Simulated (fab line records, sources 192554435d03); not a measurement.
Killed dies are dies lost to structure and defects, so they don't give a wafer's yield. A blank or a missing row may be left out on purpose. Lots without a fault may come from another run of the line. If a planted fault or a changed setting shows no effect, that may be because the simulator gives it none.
fab line records ; flow n5_finfet
[record] lots = 6; wafers = 18; last_day = 17
route steps=1938 shown BEOL_M15@1777 PASSIVATION@1936
lots with no fault: from the same line, run without faults
start_h: start of the lot's first displayed wafer, in hours after the record's first day ; wait_h: hours elapsed since this lot's preceding step ; " identical to the entry in the row above ; L1.1+2: one row covering several wafers at once ; - no value present, or no start provided ; * or withheld: withheld ; < > ~ a bound
route shown NAME@n: a module of which the file shows steps, and the number in the route of the first ; usual: mean and standard deviation over wafers with no fault ; same: alike in all rows ; chamber/n: place in a boat ; sites: each site's reading ; _std_site: their standard deviation ; _edge_site: inner sites' mean taken away from outer sites' mean ; radius_mm: for every site, how far away it sits from the centre of the wafer ; mask NAME#n: copy n ; behind: the most recent tool/chamber to have shaped the wafer ; hold: reason for holding the lot/hours on hold/outcome of the hold ; device: the transistor (n, p or np) that didn't switch ; end of line: at the end of the route, the tests of the same wafers ; step lacking rows: just its recipe ; killed: at the first sort, the dies lost to defects and structure; wafer yield is something else ; map: per-die view of a wafer (x killed, . not killed, _ where there is no die)
set.NAME: the setting that was run; set.NAME@STEP: the one run at that earlier step ; model.NAME: the simulator's own value behind a step, which no gauge read
lots seen at some steps along the route; tables by step, rows by wafer
services: from which hour (start_h, from the record's first day; less than 0 if before it) a tool's chamber was out of use, for how many hours, and why
[[steps]]
[step N5_BEOL_M15_EBR_06]
[recipe] solvent = PGMEA; ebr_width_mm = 1.5
[step N5_BEOL_M15_SOFTBAKE_05]
[recipe] temp_c = 130; time_s = 60
[step N5_BEOL_M15_EXPOSE_07]
[recipe] mask_id = V14; na = 0.8; source_shape = annular; sigma_inner = 0.5; sigma_outer = 0.8; polarization = unpolarized; attpsm_phase_deg = 180; dose_mj = 41.25
[step N5_BEOL_M15_PEB_08]
[recipe] peb_temp_c = 130; peb_time_s = 90
[step N5_BEOL_M15_DEVELOP_09]
[recipe] develop_time_s = 45; rinse_liquid = diw; dry = air_spin; dev_temp_c = 21
[step N5_BEOL_M15_HARDBAKE_14]
[recipe] temp_c = 130; time_s = 120
[step N5_BEOL_M15_CD_MEAS_10]
[recipe] target_cd_nm = 360; landing_energy_ev = 500; detector = se_inlens; polarity = opening
[usual] cd_nm = 359.4/1.6
lot.wafer;tool;chamber;start_h;wait_h;cd_nm
L793.1;cd_sem-02;0;306.52;-;360.5
L793.3;cd_sem-02;0;306.52;-;362.8
L793.4;cd_sem-02;0;306.52;-;358.9
L794.2;cd_sem-01;0;323.65;-;362.1
L794.3;cd_sem-01;0;323.65;-;358.6
L794.6;cd_sem-01;0;323.65;-;358.0
L801.2;cd_sem-01;0;339.14;-;359.2
L801.3;cd_sem-01;0;339.14;-;356.6
L801.4;cd_sem-01;0;339.14;-;358.3
L799.2;cd_sem-02;0;352.86;-;358.5
L799.3;cd_sem-02;0;352.86;-;360.2
L799.4;cd_sem-02;0;352.86;-;357.7
L802.1;cd_sem-02;0;364.21;-;359.7
L802.3;cd_sem-02;0;364.21;-;360.9
L802.4;cd_sem-02;0;364.21;-;359.4
L808.1;cd_sem-03;0;393.04;-;360.9
L808.2;cd_sem-03;0;393.04;-;362.2
L808.4;cd_sem-03;0;393.04;-;362.6
[step N5_BEOL_M15_OVL_MEAS_11]
[recipe] points_per_wafer = 44
[usual] V14_OVL = -3/4.5
lot.wafer;tool;chamber;start_h;wait_h;V14_OVL[nm]
L793.1;overlay-01;0;306.55;0.0;5
L793.3;overlay-01;0;306.55;0.0;-1
L793.4;overlay-01;0;306.55;0.0;1
L794.2;overlay-01;0;323.68;0.0;-1
L794.3;overlay-01;0;323.68;0.0;3
L794.6;overlay-01;0;323.68;0.0;3
L801.2;overlay-01;0;339.16;0.0;-4
L801.3;overlay-01;0;339.16;0.0;-5
L801.4;overlay-01;0;339.16;0.0;-2
L799.2;overlay-02;0;352.89;0.0;0
L799.3;overlay-02;0;352.89;0.0;-5
L799.4;overlay-02;0;352.89;0.0;1
L802.1;overlay-01;0;364.24;0.0;1
L802.3;overlay-01;0;364.24;0.0;-5
L802.4;overlay-01;0;364.24;0.0;-2
L808.1;overlay-02;0;393.07;0.0;-6
L808.2;overlay-02;0;393.07;0.0;-4
L808.4;overlay-02;0;393.07;0.0;-1
[step N5_BEOL_M15_INSPECT_12]
[recipe] mode = adi; inspect_instrument = macro
[usual] raw_defect_count = 2.0/1.2
lot.wafer;tool;chamber;start_h;wait_h;raw_defect_count
L793.1;defect_inspect-01;-;306.58;0.0;4
L793.3;defect_inspect-01;-;306.58;0.0;2
L793.4;defect_inspect-01;-;306.58;0.0;2
L794.2;defect_inspect-01;-;323.71;0.0;4
L794.3;defect_inspect-01;-;323.71;0.0;3
L794.6;defect_inspect-01;-;323.71;0.0;1
L801.2;defect_inspect-02;-;339.19;0.0;2
L801.3;defect_inspect-02;-;339.19;0.0;1
L801.4;defect_inspect-02;-;339.19;0.0;1
L799.2;defect_inspect-01;-;352.91;0.0;3
L799.3;defect_inspect-01;-;352.91;0.0;2
L799.4;defect_inspect-01;-;352.91;0.0;1
L802.1;defect_inspect-01;-;364.27;0.0;1
L802.3;defect_inspect-01;-;364.27;0.0;1
L802.4;defect_inspect-01;-;364.27;0.0;2
L808.1;defect_inspect-01;-;393.09;0.0;1
L808.2;defect_inspect-01;-;393.09;0.0;1
L808.4;defect_inspect-01;-;393.09;0.0;2
[step N5_BEOL_M15_DESCUM_15]
[recipe] chemistry = O2; time_s = 7.9; source_power_w = 50; bias_power_w = 20; pressure_mtorr = 20; rf_frequency_hz = 2.712e+07; temp_c = 40; o2_flow_sccm = 225
[usual] drypump_motor_current_A = 5.7/0.45; oes_product_au = 0.81/0.088; rf_vpp_V = 243.5/1.6; showerhead_plenum_p_Torr = 2.11/0.085; throttle_valve_pct = 20.52/0.22
[same] time_s = 7.9
lot.wafer;tool;chamber;start_h;wait_h;drypump_motor_current_A;oes_product_au;rf_hours_counter_h;rf_vpp_V;showerhead_plenum_p_Torr;throttle_valve_pct
L793.1;rie_diel-04;3;306.61;0.0;6.2;0.75;160;242.7;2.02;20.89
L793.3;rie_diel-04;1;306.61;0.0;5.1;0.99;6;241.6;2.04;20.16
L793.4;rie_diel-04;0;306.61;0.0;4.8;0.85;47;245.0;2.22;20.32
L794.2;rie_diel-02;2;323.74;0.0;5.8;0.81;77;244.6;2.21;20.41
L794.3;rie_diel-02;3;323.74;0.0;5.7;0.87;66;243.4;2.03;20.47
L794.6;rie_diel-02;1;323.74;0.0;5.1;0.87;-;242.0;2.03;20.49
L801.2;rie_diel-04;0;339.24;0.1;4.8;0.84;57;244.5;2.22;20.33
L801.3;rie_diel-04;2;339.24;0.1;6.1;0.80;86;244.1;2.18;20.60
L801.4;rie_diel-04;3;339.24;0.1;6.2;0.76;169;241.2;2.02;20.91
L799.2;rie_diel-04;2;352.94;0.0;6.2;0.78;91;245.1;2.18;20.59
L799.3;rie_diel-04;0;352.94;0.0;4.8;0.82;61;243.2;2.22;20.34
L799.4;rie_diel-04;0;352.94;0.0;4.8;0.83;-;243.7;2.22;20.35
L802.1;rie_diel-05;2;364.30;0.0;5.5;0.76;145;242.0;2.01;20.61
L802.3;rie_diel-05;3;364.30;0.0;5.9;0.81;99;243.5;2.20;20.37
L802.4;rie_diel-05;0;364.30;0.0;5.4;0.91;20;245.7;2.22;20.26
L808.1;rie_diel-04;2;393.45;0.4;6.2;0.77;104;243.3;2.18;20.62
L808.2;rie_diel-04;1;393.45;0.4;5.2;0.92;34;242.9;2.03;20.19
L808.4;rie_diel-04;0;393.45;0.4;4.8;0.81;75;245.4;2.21;20.36
[step N5_BEOL_M15_ETCH_59]
[recipe] chemistry = N2/H2; target = BARC; target_depth_a = 890; overetch_a = 267; time_s = 67.9; ion_energy_ev = 200; pressure_mtorr = 30; source_w = 840; bias_w = 150; n2_flow_sccm = 200; h2_flow_sccm = 200
[usual] drypump_motor_current_A = 5.7/0.46; oes_product_au = 0.69/0.07; rf_vpp_V = 524.4/3; showerhead_plenum_p_Torr = 2.57/0.11; throttle_valve_pct = 18.03/0.23
[same] time_s = 67.9
lot.wafer;tool;chamber;start_h;wait_h;drypump_motor_current_A;oes_product_au;rf_hours_counter_h;rf_vpp_V;showerhead_plenum_p_Torr;throttle_valve_pct
L793.1;rie_diel-04;3;306.65;0.0;6.2;0.65;160;521.1;2.46;18.36
L793.3;rie_diel-04;1;306.65;0.0;5.2;0.82;6;523.2;2.49;17.56
L793.4;rie_diel-04;0;306.65;0.0;4.8;0.72;47;528.0;2.71;17.72
L794.2;rie_diel-02;2;323.78;0.0;5.8;0.71;77;527.8;2.69;17.95
L794.3;rie_diel-02;3;323.78;0.0;5.7;0.72;66;522.0;2.49;18.12
L794.6;rie_diel-02;1;323.78;0.0;5.1;0.72;-;521.3;2.47;18.00
L801.2;rie_diel-04;0;339.28;0.0;4.8;0.71;57;527.4;2.70;17.73
L801.3;rie_diel-04;2;339.28;0.0;6.2;0.69;86;528.2;2.68;18.17
L801.4;rie_diel-04;3;339.28;0.0;6.2;0.64;169;520.1;2.45;18.39
L799.2;rie_diel-04;2;352.98;0.0;6.1;0.69;91;526.9;2.67;18.18
L799.3;rie_diel-04;0;352.98;0.0;4.8;0.71;61;527.9;2.70;17.76
L799.4;rie_diel-04;0;352.98;0.0;4.8;0.70;-;527.8;2.70;17.77
L802.1;rie_diel-05;2;364.34;0.0;5.5;0.65;145;520.0;2.44;18.03
L802.3;rie_diel-05;3;364.34;0.0;5.9;0.68;99;526.9;2.68;17.84
L802.4;rie_diel-05;0;364.34;0.0;5.4;0.77;21;528.4;2.73;17.95
L808.1;rie_diel-04;2;393.48;0.0;6.2;0.67;104;528.4;2.67;18.18
L808.2;rie_diel-04;1;393.48;0.0;5.2;0.77;34;522.4;2.48;17.61
L808.4;rie_diel-04;0;393.48;0.0;4.8;0.69;75;527.3;2.69;17.77
[step N5_BEOL_M15_VIA_ETCH_16]
[recipe] chemistry = C4F8/O2/Ar; target = SiO2; he_inner_torr = 15; he_outer_torr = 30; target_depth_a = 17922; time_s = withheld; ion_energy_ev = 800; pressure_mtorr = 20; source_w = 1905; bias_w = 2040; Ar_flow_sccm = 400; C4F8_flow_sccm = 16; O2_flow_sccm = 12; ends = cleared
[usual] O2_flow_sccm = 12.00/0.033; drypump_motor_current_A = 5.7/0.46; oes_product_au = 0.73/0.078; rf_vpp_V = 2239/36; showerhead_plenum_p_Torr = 3.46/0.13; throttle_valve_pct = 30.99/0.22
lot.wafer;tool;chamber;start_h;wait_h;O2_flow_sccm;drypump_motor_current_A;oes_product_au;rf_vpp_V;showerhead_plenum_p_Torr;throttle_valve_pct
L793.1;rie_diel-04;3;306.70;0.0;12.00;6.2;0.68;2201;3.32;31.41
L793.3;rie_diel-04;1;306.70;0.0;12.02;5.2;0.89;2209;3.39;30.83
L793.4;rie_diel-04;0;306.70;0.0;11.98;4.8;0.76;2245;3.62;30.66
L794.2;rie_diel-02;2;323.83;0.0;11.96;5.9;0.74;2263;3.58;30.68
L794.3;rie_diel-02;3;323.83;0.0;11.99;5.7;0.77;2231;3.35;31.03
L794.6;rie_diel-02;1;323.83;0.0;11.96;5.1;0.77;2242;3.38;31.25
L801.2;rie_diel-04;0;339.33;0.0;12.00;4.8;0.76;2245;3.62;30.69
L801.3;rie_diel-04;2;339.33;0.0;11.94;6.1;0.73;2282;3.61;31.24
L801.4;rie_diel-04;3;339.33;0.0;12.06;6.2;0.67;2198;3.32;31.42
L799.2;rie_diel-04;2;353.03;0.0;11.97;6.1;0.71;2284;3.61;31.20
L799.3;rie_diel-04;0;353.03;0.0;12.01;4.8;0.76;2243;3.62;30.71
L799.4;rie_diel-04;0;353.03;0.0;12.01;4.8;0.75;2245;3.62;30.69
L802.1;rie_diel-05;2;364.39;0.0;12.03;5.5;0.68;2193;3.31;31.14
L802.3;rie_diel-05;3;364.39;0.0;11.98;5.9;0.72;2228;3.60;30.81
L802.4;rie_diel-05;0;364.39;0.0;11.98;5.4;0.82;2314;3.62;30.75
L808.1;rie_diel-04;2;393.53;0.0;11.97;6.2;0.69;2282;3.60;31.24
L808.2;rie_diel-04;1;393.53;0.0;12.05;5.2;0.81;2206;3.37;30.85
L808.4;rie_diel-04;0;393.53;0.0;12.01;4.8;0.73;2243;3.61;30.69
[step N5_BEOL_M15_STRIP_63]
[recipe] chemistry = O2; power_w = 600; temp_c = 60; pressure_mtorr = 30; rf_frequency_hz = 6e+07; bias_power_w = 0; overash_fraction = 0.3; o2_flow_sccm = 225
[usual] bias_power_w = 0/0; chamber_pressure_mTorr = 30.00/0.042; drypump_motor_current_A = 5.7/0.45; oes_product_au = 0.81/0.087; rf_vpp_V = 3.7/0.66; showerhead_plenum_p_Torr = 2.11/0.085; throttle_valve_pct = 16.74/0.23
lot.wafer;tool;chamber;start_h;wait_h;bias_power_w;chamber_pressure_mTorr;drypump_motor_current_A;oes_product_au;rf_hours_counter_h;rf_vpp_V;showerhead_plenum_p_Torr;throttle_valve_pct;model.coat_of_BEOL_M15_COAT_04.thk_nm
L793.1;rie_diel-04;3;306;-;-;-;-;-;-;-;-;-;334.6
L793.3;rie_diel-04;1;306;-;-;-;-;-;-;-;-;-;353.8
L793.4;rie_diel-04;0;306;-;-;-;-;-;-;-;-;-;334.8
L794.2;rie_diel-02;2;324;-;-;-;-;-;-;-;-;-;340.4
L794.3;rie_diel-02;3;324;-;-;-;-;-;-;-;-;-;339.6
L794.6;rie_diel-02;1;324;-;-;-;-;-;-;-;-;-;324.6
L801.2;rie_diel-04;0;339;-;0;29.96;4.8;0.83;57;2.8;2.22;16.56;0
L801.3;rie_diel-04;2;339;-;0;30.02;6.2;0.79;87;3.4;2.19;16.86;0
L801.4;rie_diel-04;3;339;-;0;30.03;6.2;0.74;170;3.8;2.02;17.08;0
L799.2;rie_diel-04;2;353;-;0;30.02;6.2;0.79;91;4.4;2.19;16.85;0
L799.3;rie_diel-04;0;353;-;0;30.00;4.8;0.83;61;3.6;2.22;16.60;0
L799.4;rie_diel-04;0;353;-;0;29.98;4.8;0.83;-;3.2;2.22;16.59;0
L802.1;rie_diel-05;2;364;-;0;30.07;5.5;0.75;146;3.0;2.01;16.80;0
L802.3;rie_diel-05;3;364;-;0;29.96;5.9;0.80;100;4.4;2.20;16.59;0
L802.4;rie_diel-05;0;364;-;0;30.00;5.4;0.92;21;5.4;2.22;16.45;0
L808.1;rie_diel-04;2;393;-;0;30.01;6.1;0.77;104;4.1;2.18;16.87;0
L808.2;rie_diel-04;1;393;-;0;29.93;5.2;0.91;35;3.3;2.03;16.43;0
L808.4;rie_diel-04;0;393;-;0;30.05;4.8;0.81;75;1.6;2.22;16.60;0
[step N5_BEOL_M15_STRIP_64]
[recipe] chemistry = O2; power_w = 600; temp_c = 60; pressure_mtorr = 30; rf_frequency_hz = 6e+07; bias_power_w = 0; overash_fraction = 0.3; o2_flow_sccm = 225
[usual] chamber_pressure_mTorr = 30.00/0.03; drypump_motor_current_A = 5.7/0.45; oes_product_au = 0.81/0.087; rf_vpp_V = 3.6/0.47; showerhead_plenum_p_Torr = 2.11/0.085; throttle_valve_pct = 16.74/0.23
[same] bias_power_w = 0
lot.wafer;tool;chamber;start_h;wait_h;chamber_pressure_mTorr;drypump_motor_current_A;oes_product_au;rf_hours_counter_h;rf_vpp_V;showerhead_plenum_p_Torr;throttle_valve_pct
L793.1;rie_diel-04;3;-;-;29.99;6.2;0.74;160;4.3;2.02;17.07
L793.3;rie_diel-04;1;-;-;30.00;5.2;0.97;7;4.1;2.04;16.42
L793.4;rie_diel-04;0;-;-;30.00;4.8;0.85;47;2.4;2.23;16.55
L794.2;rie_diel-02;2;-;-;29.98;5.8;0.81;77;2.2;2.21;16.61
L794.3;rie_diel-02;3;-;-;30.05;5.7;0.85;66;2.9;2.04;16.70
L794.6;rie_diel-02;1;-;-;29.98;5.1;0.86;-;3.6;2.03;16.70
L801.2;rie_diel-04;0;-;-;30.01;4.8;0.83;57;3.1;2.22;16.58
L801.3;rie_diel-04;2;-;-;30.02;6.1;0.79;87;3.9;2.19;16.86
L801.4;rie_diel-04;3;-;-;30.02;6.2;0.74;170;4.7;2.02;17.07
L799.2;rie_diel-04;2;-;-;30.05;6.1;0.79;91;3.7;2.19;16.85
L799.3;rie_diel-04;0;-;-;30.02;4.8;0.83;61;3.6;2.22;16.59
L799.4;rie_diel-04;0;-;-;29.99;4.8;0.83;-;3.6;2.22;16.57
L802.1;rie_diel-05;2;-;-;30.02;5.5;0.76;146;3.4;2.01;16.81
L802.3;rie_diel-05;3;-;-;30.00;5.9;0.80;100;3.9;2.20;16.58
L802.4;rie_diel-05;0;-;-;29.98;5.4;0.91;21;2.8;2.22;16.44
L808.1;rie_diel-04;2;-;-;29.99;6.1;0.78;104;2.8;2.18;16.87
L808.2;rie_diel-04;1;-;-;30.03;5.2;0.91;35;3.6;2.03;16.44
L808.4;rie_diel-04;0;-;-;30.02;4.8;0.81;75;4.0;2.22;16.62
[step N5_PASSIVATION_PROBE_49]
[usual] defect_limited_yield = 91.1/1.5; killed_at_M0_to_M3 = 33/9.9; killed_at_M4_up = 14/5.2; killed_at_contacts = 12/6.7; killed_at_front_end = 43/13; killed_at_other = 3.4/2.7; killed_dies = 105/17; killed_open = 69/13; killed_short = 33/7.5; sort_bin_5_function = 5.2/0.91; sort_bin_6_memory = 3.3/0.71; sort_bin_8_speed = 0.00/0.032; sort_n_pass = 1075/17; sort_yield_pct = 91.1/1.5
[same] gross_dies = 1180; killed_at_back_side = 0; sort_bin_4_leakage[%] = 0
lot.wafer;tool;chamber;start_h;wait_h;defect_limited_yield[%];killed_at_M0_to_M3;killed_at_M4_up;killed_at_contacts;killed_at_front_end;killed_at_other;killed_dies;killed_open;killed_short;sort_bin_5_function[%];sort_bin_6_memory[%];sort_bin_8_speed[%];sort_n_pass;sort_yield_pct[%]
L799.2;prober-02;-;370.13;0.1;91.1;32;16;5;48;4;105;70;35;5.3;3.4;0;1075;91.1
L799.4;prober-02;-;370.23;0.2;91.9;29;19;5;37;5;95;66;27;4.9;2.6;0;1085;91.9
// killed by level:class
L799.2 STI_FIN_REVEAL:geometric_particle:open=19 BEOL_M0_SAQP:geometric_particle:open=10 STI_FIN_REVEAL:geometric_particle:short=8 BEOL_M2:geometric_particle:open=8 FIN_SAQP:geometric_particle:short=7 BEOL_M4:geometric_particle:open=7 MOL_CONTACT_COAG:geometric_particle:open=5 BEOL_M3:geometric_particle:open=4
L799.4 STI_FIN_REVEAL:geometric_particle:open=14 BEOL_M0_SAQP:geometric_particle:open=10 BEOL_M4:geometric_particle:open=9 BEOL_M0_SAQP:geometric_particle:short=7 STI_FIN_REVEAL:geometric_particle:short=6 FIN_SAQP:geometric_particle:open=4 FIN_SAQP:geometric_particle:short=4 BEOL_M3:geometric_particle:open=4
[[services]]
tool;chamber;start_h;hours;kind
rie_diel-04;3;352.37;5.9;repair
rie_diel-05;3;368.86;6.4;repair
rie_diel-02;0;371.14;-;clean
rie_diel-02;0;371.14;-;consumable_replace:focus_ring
rie_diel-02;0;371.14;15.0;scheduled_down
rie_diel-02;0;371.14;15.0;vent_cycle
rie_diel-05;-;372.88;0.2;repair
rie_diel-05;0;381.64;1.3;repair
rie_diel-05;1;387.41;-;clean
rie_diel-05;1;387.41;-;consumable_replace:focus_ring
rie_diel-05;1;387.41;18.7;scheduled_down
rie_diel-05;1;387.41;18.7;vent_cycle
[[key]]
[first_sign] step = N5_BEOL_M15_STRIP_63; reading = tool_record; direction = missing
effect none on later readings
[model_effect] step = N5_BEOL_M15_STRIP_63; value = coat_of_BEOL_M15_COAT_04.thk_nm; without = 0; struck = 338
met_at N5_BEOL_M15_STRIP_63
struck_wafers L793.1,L793.3,L793.4,L794.2,L794.3,L794.6
[fault] kind = skipped_step_whole; tool = rie_diel-02,rie_diel-04,rie_diel-05; chamber = -; onset_h = 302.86; steps = N5_BEOL_M15_STRIP_63; scope = struck_lots_only
